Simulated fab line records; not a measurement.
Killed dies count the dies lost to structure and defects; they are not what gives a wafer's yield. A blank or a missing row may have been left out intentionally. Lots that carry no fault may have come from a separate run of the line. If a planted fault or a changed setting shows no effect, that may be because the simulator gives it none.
Which tool is to blame? || flow n5 finfet || 10 lots with 29 wafers sampled at 4 steps, on a route of 1938 steps

== WHAT EACH GAUGE READ, for each wafer ==
No reading from a measuring or inspecting step in the record can be judged against a usual standard deviation.

== TOOL THAT RAN EACH LOT (tool first, then ch and the chambers of the sampled wafers, then the start) ==
{"lot": "L954", "N5_BEOL_M5_PECVD_70": "pecvd-03 ch 0,2, day 9 07:51", "N5_BEOL_M5_ETCH_61": "rie diel-02 ch 0,2,3, day 9 09:18", "N5_BEOL_M5_COAT_74": "litho track-05 ch 0, day 9 12:07", "N5_BEOL_M5_DESCUM_33": "rie diel-02 ch 0,2,3, day 9 12:33"}
{"lot": "L955", "N5_BEOL_M5_PECVD_70": "pecvd-04 ch 0,2, day 9 22:29", "N5_BEOL_M5_ETCH_61": "rie diel-06 ch 1,2, day 10 00:13", "N5_BEOL_M5_COAT_74": "litho track-02 ch 0, day 10 01:22", "N5_BEOL_M5_DESCUM_33": "rie diel-06 ch 0,3, day 10 01:56"}
{"lot": "L956", "N5_BEOL_M5_PECVD_70": "pecvd-01 ch 0,1, day 10 02:23", "N5_BEOL_M5_ETCH_61": "rie diel-02 ch 0,3, day 10 03:16", "N5_BEOL_M5_COAT_74": "litho track-02 ch 0, day 10 03:46", "N5_BEOL_M5_DESCUM_33": "rie diel-04 ch 1,2, day 10 04:10"}
{"lot": "L960", "N5_BEOL_M5_PECVD_70": "pecvd-03 ch 0,1, day 11 04:05", "N5_BEOL_M5_ETCH_61": "rie diel-04 ch 0,1,3, day 11 05:58", "N5_BEOL_M5_COAT_74": "litho track-02 ch 0, day 11 06:23", "N5_BEOL_M5_DESCUM_33": "rie diel-02 ch 0,1,2, day 11 06:47"}
{"lot": "L959", "N5_BEOL_M5_PECVD_70": "pecvd-01 ch 1,2, day 11 09:16", "N5_BEOL_M5_ETCH_61": "rie diel-06 ch 1,2,3, day 11 11:04", "N5_BEOL_M5_COAT_74": "litho track-02 ch 0, day 11 12:14", "N5_BEOL_M5_DESCUM_33": "rie diel-02 ch 1,2, day 11 12:46"}
{"lot": "L962", "N5_BEOL_M5_PECVD_70": "pecvd-04 ch 0,1, day 11 17:35", "N5_BEOL_M5_ETCH_61": "rie diel-04 ch 1,3, day 11 18:47", "N5_BEOL_M5_COAT_74": "litho track-02 ch 0, day 11 19:51", "N5_BEOL_M5_DESCUM_33": "rie diel-02 ch 1,2, day 11 20:15"}
{"lot": "L963", "N5_BEOL_M5_PECVD_70": "pecvd-01 ch 0,1,2, day 11 22:28", "N5_BEOL_M5_ETCH_61": "rie diel-04 ch 1,3, day 11 23:29", "N5_BEOL_M5_COAT_74": "litho track-02 ch 0, day 12 01:19", "N5_BEOL_M5_DESCUM_33": "rie diel-06 ch 1,3, day 12 01:52"}
{"lot": "L964", "N5_BEOL_M5_PECVD_70": "pecvd-01 ch 0,1, day 12 03:20", "N5_BEOL_M5_ETCH_61": "rie diel-06 ch 2,3, day 12 05:21", "N5_BEOL_M5_COAT_74": "litho track-02 ch 0, day 12 05:56", "N5_BEOL_M5_DESCUM_33": "rie diel-02 ch 0,1, day 12 06:28"}
{"lot": "L965", "N5_BEOL_M5_PECVD_70": "pecvd-03 ch 0,1,2, day 12 18:19", "N5_BEOL_M5_ETCH_61": "rie diel-06 ch 1,3, day 12 19:40", "N5_BEOL_M5_COAT_74": "litho track-05 ch 0, day 12 21:39", "N5_BEOL_M5_DESCUM_33": "rie diel-04 ch 2,3, day 12 22:23"}
{"lot": "L968", "N5_BEOL_M5_PECVD_70": "pecvd-01 ch 1,2, day 13 08:56", "N5_BEOL_M5_ETCH_61": "rie diel-02 ch 1,2, day 13 10:22", "N5_BEOL_M5_COAT_74": "litho track-03 ch 0, day 13 10:53", "N5_BEOL_M5_DESCUM_33": "rie diel-02 ch 0,1,2, day 13 11:24"}
- N5_BEOL_M5_PECVD_70: deposits SiO2 from TEOS/O2, target thk 16 nm, time 18 s.
- N5_BEOL_M5_ETCH_61: etches SiARC in CF4, target depth 15.6 nm, time 26 s.
- N5_BEOL_M5_COAT_74: time 60 s, resist thk 5 nm.
- N5_BEOL_M5_DESCUM_33: chemistry O2, time 7 s.

== AS READ BY THE TOOLS THEMSELVES (means over the sampled wafers that have a number; for cases with no such wafer, the mark the record gives instead) ==
N5_BEOL_M5_PECVD_70. Usual: heater power outer w 431 W, standard deviation 62; heater power w 726 W, standard deviation 82; showerhead plenum p Torr 8.74 Torr, standard deviation 0.08; showerhead vpp V 1295 V, standard deviation 59; throttle valve pct 22.4 %, standard deviation 1.2.
{"lot": "L954", "tool": "pecvd-03", "heater power outer w (W)": 431, "heater power w (W)": 724, "showerhead plenum p Torr (Torr)": 8.79, "showerhead vpp V (V)": 1351, "throttle valve pct (%)": 21.5, "flag": ""}
{"lot": "L955", "tool": "pecvd-04", "heater power outer w (W)": 484, "heater power w (W)": 802, "showerhead plenum p Torr (Torr)": 8.77, "showerhead vpp V (V)": 1290, "throttle valve pct (%)": 21.9, "flag": ""}
{"lot": "L956", "tool": "pecvd-01", "heater power outer w (W)": 410, "heater power w (W)": 701, "showerhead plenum p Torr (Torr)": 8.69, "showerhead vpp V (V)": 1319, "throttle valve pct (%)": 22.8, "flag": ""}
{"lot": "L960", "tool": "pecvd-03", "heater power outer w (W)": 440, "heater power w (W)": 734, "showerhead plenum p Torr (Torr)": 8.77, "showerhead vpp V (V)": 1399, "throttle valve pct (%)": 21.9, "flag": ""}
{"lot": "L959", "tool": "pecvd-01", "heater power outer w (W)": 371, "heater power w (W)": 637, "showerhead plenum p Torr (Torr)": 8.63, "showerhead vpp V (V)": 1329, "throttle valve pct (%)": 23.9, "flag": ""}
{"lot": "L962", "tool": "pecvd-04", "heater power outer w (W)": 400, "heater power w (W)": 673, "showerhead plenum p Torr (Torr)": 8.82, "showerhead vpp V (V)": 1296, "throttle valve pct (%)": 22.7, "flag": ""}
{"lot": "L963", "tool": "pecvd-01", "heater power outer w (W)": 427, "heater power w (W)": 720, "showerhead plenum p Torr (Torr)": 8.68, "showerhead vpp V (V)": 1290, "throttle valve pct (%)": 22.9, "flag": ""}
{"lot": "L964", "tool": "pecvd-01", "heater power outer w (W)": 450, "heater power w (W)": 745, "showerhead plenum p Torr (Torr)": 8.68, "showerhead vpp V (V)": 1302, "throttle valve pct (%)": 22.8, "flag": ""}
{"lot": "L965", "tool": "pecvd-03", "heater power outer w (W)": 419, "heater power w (W)": 722, "showerhead plenum p Torr (Torr)": 8.79, "showerhead vpp V (V)": 1317, "throttle valve pct (%)": 21.3, "flag": ""}
{"lot": "L968", "tool": "pecvd-01", "heater power outer w (W)": 378, "heater power w (W)": 662, "showerhead plenum p Torr (Torr)": 8.68, "showerhead vpp V (V)": 1280, "throttle valve pct (%)": 23.0, "flag": ""}

N5_BEOL_M5_ETCH_61. Usual: drypump motor current A 5.8 A, standard deviation 0.37; etch rf on time s 26.0 s, standard deviation 0.58; oes product au 0.68 a.u., standard deviation 0.056; rf vpp V 184.2 V, standard deviation 1.2; showerhead plenum p Torr 2.16 Torr, standard deviation 0.081; throttle valve pct 15.54 %, standard deviation 0.24.
{"lot": "L954", "tool": "rie diel-02", "drypump motor current A (A)": 5.8, "etch rf on time s (s)": 25.9, "oes product au (a.u.)": 0.68, "rf vpp V (V)": 184.6, "showerhead plenum p Torr (Torr)": 2.19, "throttle valve pct (%)": 15.66, "flag": ""}
{"lot": "L955", "tool": "rie diel-06", "drypump motor current A (A)": 6.1, "etch rf on time s (s)": 26.1, "oes product au (a.u.)": 0.71, "rf vpp V (V)": 184.4, "showerhead plenum p Torr (Torr)": 2.17, "throttle valve pct (%)": 15.33, "flag": ""}
{"lot": "L956", "tool": "rie diel-02", "drypump motor current A (A)": 5.6, "etch rf on time s (s)": 25.8, "oes product au (a.u.)": 0.68, "rf vpp V (V)": 184.4, "showerhead plenum p Torr (Torr)": 2.26, "throttle valve pct (%)": 15.46, "flag": ""}
{"lot": "L960", "tool": "rie diel-04", "drypump motor current A (A)": 5.7, "etch rf on time s (s)": 26.0, "oes product au (a.u.)": 0.69, "rf vpp V (V)": 184.4, "showerhead plenum p Torr (Torr)": 2.13, "throttle valve pct (%)": 15.56, "flag": ""}
{"lot": "L959", "tool": "rie diel-06", "drypump motor current A (A)": 5.9, "etch rf on time s (s)": 26.2, "oes product au (a.u.)": 0.68, "rf vpp V (V)": 184.8, "showerhead plenum p Torr (Torr)": 2.17, "throttle valve pct (%)": 15.43, "flag": ""}
{"lot": "L962", "tool": "rie diel-04", "drypump motor current A (A)": 5.7, "etch rf on time s (s)": 26.3, "oes product au (a.u.)": 0.63, "rf vpp V (V)": 184.4, "showerhead plenum p Torr (Torr)": 2.14, "throttle valve pct (%)": 15.75, "flag": ""}
{"lot": "L963", "tool": "rie diel-04", "drypump motor current A (A)": 5.7, "etch rf on time s (s)": 26.1, "oes product au (a.u.)": 0.64, "rf vpp V (V)": 184.6, "showerhead plenum p Torr (Torr)": 2.14, "throttle valve pct (%)": 15.75, "flag": ""}
{"lot": "L964", "tool": "rie diel-06", "drypump motor current A (A)": 5.7, "etch rf on time s (s)": 26.6, "oes product au (a.u.)": 0.64, "rf vpp V (V)": 185.5, "showerhead plenum p Torr (Torr)": 2.21, "throttle valve pct (%)": 15.52, "flag": ""}
{"lot": "L965", "tool": "rie diel-06", "drypump motor current A (A)": 5.8, "etch rf on time s (s)": 26.2, "oes product au (a.u.)": 0.65, "rf vpp V (V)": 184.4, "showerhead plenum p Torr (Torr)": 2.15, "throttle valve pct (%)": 15.50, "flag": ""}
{"lot": "L968", "tool": "rie diel-02", "drypump motor current A (A)": 5.9, "etch rf on time s (s)": 26.0, "oes product au (a.u.)": 0.70, "rf vpp V (V)": 185.0, "showerhead plenum p Torr (Torr)": 2.18, "throttle valve pct (%)": 15.54, "flag": ""}

N5_BEOL_M5_COAT_74. Usual: exhaust pa 44.8 Pa, standard deviation 0.8; heater power total W 391.9 W, standard deviation 1.3; plate temp C 204.99 C, standard deviation 0.16.
{"lot": "L954", "tool": "litho track-05", "exhaust pa (Pa)": 44.5, "heater power total W (W)": 391.1, "plate temp C (C)": 204.94, "flag": ""}
{"lot": "L955", "tool": "litho track-02", "exhaust pa (Pa)": 44.6, "heater power total W (W)": 391.5, "plate temp C (C)": 205.32, "flag": ""}
{"lot": "L956", "tool": "litho track-02", "exhaust pa (Pa)": 45.7, "heater power total W (W)": 391.8, "plate temp C (C)": 204.86, "flag": ""}
{"lot": "L960", "tool": "litho track-02", "exhaust pa (Pa)": 46.3, "heater power total W (W)": 393.0, "plate temp C (C)": 205.04, "flag": ""}
{"lot": "L959", "tool": "litho track-02", "exhaust pa (Pa)": 45.5, "heater power total W (W)": 392.8, "plate temp C (C)": 204.84, "flag": ""}
{"lot": "L962", "tool": "litho track-02", "exhaust pa (Pa)": 44.7, "heater power total W (W)": 422.9, "plate temp C (C)": 217.57, "flag": "OFF"}
{"lot": "L963", "tool": "litho track-02", "exhaust pa (Pa)": 45.0, "heater power total W (W)": 422.8, "plate temp C (C)": 217.60, "flag": "OFF"}
{"lot": "L964", "tool": "litho track-02", "exhaust pa (Pa)": 44.3, "heater power total W (W)": 421.1, "plate temp C (C)": 217.59, "flag": "OFF"}
{"lot": "L965", "tool": "litho track-05", "exhaust pa (Pa)": 45.5, "heater power total W (W)": 390.8, "plate temp C (C)": 205.09, "flag": ""}
{"lot": "L968", "tool": "litho track-03", "exhaust pa (Pa)": 45.1, "heater power total W (W)": 392.7, "plate temp C (C)": 204.92, "flag": ""}

N5_BEOL_M5_DESCUM_33. Usual: bias power w 20.01 W, standard deviation 0.061; drypump motor current A 5.8 A, standard deviation 0.42; oes product au 0.80 a.u., standard deviation 0.061; rf vpp V 243.5 V, standard deviation 1.5; showerhead plenum p Torr 2.12 Torr, standard deviation 0.09; throttle valve pct 20.48 %, standard deviation 0.28.
{"lot": "L954", "tool": "rie diel-02", "bias power w (W)": 20.05, "drypump motor current A (A)": 5.8, "oes product au (a.u.)": 0.79, "rf vpp V (V)": 243.9, "showerhead plenum p Torr (Torr)": 2.15, "throttle valve pct (%)": 20.58, "flag": ""}
{"lot": "L955", "tool": "rie diel-06", "bias power w (W)": 20.04, "drypump motor current A (A)": 5.5, "oes product au (a.u.)": 0.72, "rf vpp V (V)": 242.7, "showerhead plenum p Torr (Torr)": 2.09, "throttle valve pct (%)": 20.55, "flag": ""}
{"lot": "L956", "tool": "rie diel-04", "bias power w (W)": 20.08, "drypump motor current A (A)": 5.5, "oes product au (a.u.)": 0.74, "rf vpp V (V)": 241.6, "showerhead plenum p Torr (Torr)": 2.04, "throttle valve pct (%)": 20.41, "flag": ""}
{"lot": "L960", "tool": "rie diel-02", "bias power w (W)": 19.98, "drypump motor current A (A)": 5.8, "oes product au (a.u.)": 0.79, "rf vpp V (V)": 244.9, "showerhead plenum p Torr (Torr)": 2.16, "throttle valve pct (%)": 20.70, "flag": ""}
{"lot": "L959", "tool": "rie diel-02", "bias power w (W)": 20.00, "drypump motor current A (A)": 5.9, "oes product au (a.u.)": 0.83, "rf vpp V (V)": 243.5, "showerhead plenum p Torr (Torr)": 2.17, "throttle valve pct (%)": 20.52, "flag": ""}
{"lot": "L962", "tool": "rie diel-02", "bias power w (W)": 19.97, "drypump motor current A (A)": 6.2, "oes product au (a.u.)": 0.80, "rf vpp V (V)": 243.4, "showerhead plenum p Torr (Torr)": 2.09, "throttle valve pct (%)": 20.72, "flag": ""}
{"lot": "L963", "tool": "rie diel-06", "bias power w (W)": 19.98, "drypump motor current A (A)": 5.8, "oes product au (a.u.)": 0.76, "rf vpp V (V)": 242.8, "showerhead plenum p Torr (Torr)": 2.12, "throttle valve pct (%)": 20.30, "flag": ""}
{"lot": "L964", "tool": "rie diel-02", "bias power w (W)": 19.98, "drypump motor current A (A)": 5.3, "oes product au (a.u.)": 0.78, "rf vpp V (V)": 244.6, "showerhead plenum p Torr (Torr)": 2.21, "throttle valve pct (%)": 20.69, "flag": ""}
{"lot": "L965", "tool": "rie diel-04", "bias power w (W)": 20.05, "drypump motor current A (A)": 5.8, "oes product au (a.u.)": 0.82, "rf vpp V (V)": 243.3, "showerhead plenum p Torr (Torr)": 2.08, "throttle valve pct (%)": 20.54, "flag": ""}
{"lot": "L968", "tool": "rie diel-02", "bias power w (W)": 19.96, "drypump motor current A (A)": 5.7, "oes product au (a.u.)": 0.78, "rf vpp V (V)": 243.5, "showerhead plenum p Torr (Torr)": 2.15, "throttle valve pct (%)": 20.74, "flag": ""}

== THE ANSWER, worked out from the rows above alone ==
Rule: a lot is off if the mean of its wafers that have a number lies more than 3 standard deviations from the usual mean. A lot without any number at a reading at which 4 lots or more have one is off too. All remaining lots with rows at the step are treated as sound. The gauges are gone through in route order, then the tools' own readings, and for those a lot's mean is taken as printed above. At the first step where some lot is off, the reading lying furthest off is the one used; lots without a number count as furthest.
Off: L962, L963, L964 (N5_BEOL_M5_COAT_74, plate temp C).
If a tool, at that step or one of the process steps before it, ran each lot that is off and ran no sound lot following the first of them, it fits. One fits: litho track-02 at N5_BEOL_M5_COAT_74. Its last sound lot is L959 (day 11 12:14), its first lot that is off L962 (day 11 19:51): a fault that began between those two fits.
The tool's own readings at N5_BEOL_M5_COAT_74 bear it out: on the lots that are off they differ by more than 5 times the standard deviation of the sound lots' means. heater power total W reads 422.3 W there against 392.0 W on the sound lots; plate temp C reads 217.59 C there against 205.00 C on the sound lots.

== WHAT THE SIMULATOR HAD PUT IN ==
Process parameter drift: litho track-02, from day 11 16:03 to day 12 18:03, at N5_BEOL_M5_COAT_74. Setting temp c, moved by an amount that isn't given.
Struck lots among those shown: L962, L963, L964. The rule given above showed the same thing.
